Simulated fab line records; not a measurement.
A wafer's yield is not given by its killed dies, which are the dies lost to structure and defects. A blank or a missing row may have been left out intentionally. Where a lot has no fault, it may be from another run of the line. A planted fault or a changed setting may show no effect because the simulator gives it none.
One fault through the eyes of 2 desks ; flow nand harc ; only its own numbers are on each desk; what lay behind them is given at the end

## THE DEFECT DESK
Per lot, the means of the sampled wafers with a number show what the inspections along the route counted. A lot is out of limits, marked OUT, if its mean lies more than 4 standard deviations from the usual mean; the brackets give that distance.
Columns: A = raw defect count at NHARC_A_M1_INSPECT_27, usual 490
lot;first seen here;A
L799;day 18 07:36;670
L800;day 18 11:20;415
L802;day 18 12:42;483
L801;day 18 13:55;486
L809;day 20 11:34;556
L808;day 21 05:43;611
L814;day 22 13:56;544
L816;day 22 16:03;753
L819;day 22 23:21;471
L818;day 23 00:23;443
L820;day 23 03:58;447
L821;day 23 13:56;420
This desk's verdict: no lot among the 12 shows anything out of limits.

## METROLOGY DESK
What the gauges read for every lot (on any tool): the sampled wafers with a number, averaged. A lot is out of limits, marked OUT, if its mean lies more than 4 standard deviations from the usual mean; the brackets give that distance.
Columns: A = thk nm at NHARC_A_BONDPAD_THK_MEAS_30, usual 199.2 nm
lot;first seen here;A
L799;day 18 09:24;198.4
L800;day 18 12:41;202.9
L802;day 18 14:45;197.3
L801;day 18 15:28;200.7
L809;day 20 13:04;198.1
L808;day 21 07:13;198.2
L814;day 22 15:59;199.0
L816;day 22 18:31;199.7
L819;day 23 00:42;199.1
L818;day 23 01:49;199.8
L820;day 23 05:38;199.1
L821;day 23 15:19;198.1
This desk's verdict: no lot among the 12 shows anything out of limits.

## BROUGHT TOGETHER
The defect desk saw nothing out of limits.
Nothing out of limits was seen by the metrology desk.

## WHAT THE SIMULATOR HAD INSERTED
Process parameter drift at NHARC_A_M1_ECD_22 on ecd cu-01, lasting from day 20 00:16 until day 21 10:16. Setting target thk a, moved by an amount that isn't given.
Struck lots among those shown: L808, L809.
